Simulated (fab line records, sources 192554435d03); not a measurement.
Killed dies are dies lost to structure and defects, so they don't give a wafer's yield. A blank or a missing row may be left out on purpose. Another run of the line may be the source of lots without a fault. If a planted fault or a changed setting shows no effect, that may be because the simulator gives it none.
Matching of chambers :: flow n5_finfet :: 4 sister chambers for N5_BEOL_M8_STRIP_67 on rie_diel-03
The step strips in CF4. 4 wafers are shown with their chamber, then 11 later ones without.

EACH WAFER AND ITS CHAMBER
wafer: L091.1
chamber: 2
showerhead_plenum_p_Torr (Torr): 1.69

wafer: L090.5
chamber: 0
showerhead_plenum_p_Torr (Torr): 1.76

wafer: L090.6
chamber: 1
showerhead_plenum_p_Torr (Torr): 1.83

wafer: L092.1
chamber: 3
showerhead_plenum_p_Torr (Torr): 1.76

WAFERS WITH NO CHAMBER GIVEN
wafer: L092.2
showerhead_plenum_p_Torr (Torr): 1.75

wafer: L092.3
showerhead_plenum_p_Torr (Torr): 1.69

wafer: L092.4
showerhead_plenum_p_Torr (Torr): 1.75

wafer: L092.5
showerhead_plenum_p_Torr (Torr): 1.69

wafer: L092.6
showerhead_plenum_p_Torr (Torr): 1.76

wafer: L096.1
showerhead_plenum_p_Torr (Torr): 1.75

wafer: L096.5
showerhead_plenum_p_Torr (Torr): 1.75

wafer: L096.6
showerhead_plenum_p_Torr (Torr): 1.83

wafer: L097.1
showerhead_plenum_p_Torr (Torr): 1.75

wafer: L097.3
showerhead_plenum_p_Torr (Torr): 1.83

wafer: L097.5
showerhead_plenum_p_Torr (Torr): 1.75

WHICH CHAMBER EACH ONE RAN IN
wafer: L092.2
from the rows above: can't be placed: 0 or 3
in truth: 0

wafer: L092.3
from the rows above: 2
in truth: 2

wafer: L092.4
from the rows above: can't be placed: 0 or 3
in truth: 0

wafer: L092.5
from the rows above: 2
in truth: 2

wafer: L092.6
from the rows above: can't be placed: 0 or 3
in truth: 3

wafer: L096.1
from the rows above: can't be placed: 0 or 3
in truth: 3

wafer: L096.5
from the rows above: can't be placed: 0 or 3
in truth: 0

wafer: L096.6
from the rows above: 1
in truth: 1

wafer: L097.1
from the rows above: can't be placed: 0 or 3
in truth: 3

wafer: L097.3
from the rows above: 1
in truth: 1

wafer: L097.5
from the rows above: can't be placed: 0 or 3
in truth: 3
Correct placement for 4 of the 11. These rows do not allow placing 7 (true chamber among the candidates in 7). Placed wrongly: 0.
How it was worked out, from the rows above alone: a wafer's distance from a chamber is the root of the sum, over the readings, of the square of ((its reading less the chamber's mean) divided by the reading's scatter). The wafer belongs to the nearest chamber; if the next one is less than 2 further off, it can't be placed. A chamber's mean is the mean of its shown wafers. The scatter: root of mean squared gap, hidden wafer to nearest shown wafer, with one shown wafer a chamber.
